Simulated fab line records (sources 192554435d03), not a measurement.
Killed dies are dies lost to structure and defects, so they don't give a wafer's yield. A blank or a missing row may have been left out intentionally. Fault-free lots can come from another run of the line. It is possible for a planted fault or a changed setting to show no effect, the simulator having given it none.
Which tool was responsible? + flow n5-finfet + 12 lots (36 wafers sampled), 1 step of a 1938-step route

== WHAT THE GAUGES READ, wafer by wafer ==
N5_BEOL_M3_CD_MEAS_28: target cd 25.7 nm, target cd y 23.3 nm.
| lot  | measured     | on        | cd-nm (nm)        |
|------|--------------|-----------|-------------------|
| L075 | day 7 12:50  | cd-sem-02 | 25.50 25.76 26.02 |
| L077 | day 8 07:11  | cd-sem-01 | 25.72 25.92 25.93 |
| L079 | day 8 11:19  | cd-sem-02 | 25.61 25.66 25.59 |
| L081 | day 9 11:22  | cd-sem-02 | 25.38 25.72 25.96 |
| L083 | day 10 01:12 | cd-sem-02 | 25.69 26.17 25.52 |
| L086 | day 10 04:01 | cd-sem-03 | 25.63 25.96 26.05 |
| L088 | day 11 00:26 | cd-sem-02 | 26.08 25.69 25.78 |
| L090 | day 11 02:47 | cd-sem-03 | 25.98 25.67 25.81 |
| L091 | day 12 05:04 | cd-sem-02 | 25.48 25.64 25.39 |
| L093 | day 12 08:32 | cd-sem-03 | 25.86 25.83 25.31 |
| L095 | day 12 14:43 | cd-sem-02 | 25.72 26.23 25.35 |
| L097 | day 13 14:30 | cd-sem-01 | 25.92 25.67 25.62 |

== WHICH TOOL RAN EACH LOT (tool, then ch and the chambers of the sampled wafers, then the start) ==
The record shows no process step preceding these readings.

== THE ANSWER, worked out from the rows above alone ==
Rule: usual is defined by the lots themselves. The widest of any qualifying gaps counts: lots, ordered by their means at a reading, are off when they make up no more than a third of the lots, leave a main group of 4 or more, and stand apart from it by 3 or more times the standard deviation of that group's means. Not used: any main group whose means are identical at the precision the tables above print for the reading. A lot without any number at a reading at which 4 lots or more have one is off too. All remaining lots with rows at the step are treated as sound.
No lot is off at any reading shown: from this, nothing can be told.

== WHAT HAD BEEN PUT IN BY THE SIMULATOR ==
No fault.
